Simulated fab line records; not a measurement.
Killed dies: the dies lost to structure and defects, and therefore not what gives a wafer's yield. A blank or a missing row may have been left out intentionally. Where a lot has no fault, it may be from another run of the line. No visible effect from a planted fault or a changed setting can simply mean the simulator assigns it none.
The tool behind it: which one? :: flow n5Finfet :: at 1 step of a route of 1938, 11 lots with 28 wafers sampled

== WHAT THE GAUGES READ, wafer by wafer ==
N5_BEOL_M4_RC_MEAS_101.
lot: L414
measured: day 8 01:23
on: prober-02
DIBL_N (mV/V): 35.0 31.5 34.7

lot: L418
measured: day 8 22:13
on: prober-01
DIBL_N (mV/V): 36.7 34.4

lot: L419
measured: day 9 01:42
on: prober-02
DIBL_N (mV/V): 36.6 34.7

lot: L420
measured: day 9 08:53
on: prober-02
DIBL_N (mV/V): 36.5 36.1

lot: L421
measured: day 9 19:20
on: prober-01
DIBL_N (mV/V): 37.1 36.2

lot: L423
measured: day 10 05:46
on: prober-01
DIBL_N (mV/V): 36.5 36.0 36.5

lot: L425
measured: day 10 15:28
on: prober-01
DIBL_N (mV/V): 37.1 40.2 37.7

lot: L426
measured: day 11 06:44
on: prober-01
DIBL_N (mV/V): 33.4 35.2

lot: L433
measured: day 13 00:19
on: prober-01
DIBL_N (mV/V): 34.9 33.1 35.0

lot: L435
measured: day 13 07:47
on: prober-02
DIBL_N (mV/V): 38.9 36.5 37.4

lot: L436
measured: day 13 22:50
on: prober-02
DIBL_N (mV/V): 34.9 34.4 34.5

== WHICH TOOL RAN EACH LOT (tool, then ch and the chambers of the sampled wafers, then the start) ==
The record holds no process step before these readings.

== THE ANSWER, worked out from the rows above alone ==
Rule: the usual values come from the lots themselves. The widest of any qualifying gaps counts: lots, ordered by their means at a reading, are off when they make up no more than a third of the lots, leave a main group of 4 or more, and stand apart from it by 3 or more times the standard deviation of that group's means. A main group is skipped when, at the precision printed for the reading in the tables above, its means are all equal. Also off: a lot with no number at a reading for which 4 or more lots have one. Any other lot the step has rows for is counted as sound.
No lot is off on any of the readings shown, so nothing can be concluded from this.

== WHAT THE SIMULATOR HAD INSERTED ==
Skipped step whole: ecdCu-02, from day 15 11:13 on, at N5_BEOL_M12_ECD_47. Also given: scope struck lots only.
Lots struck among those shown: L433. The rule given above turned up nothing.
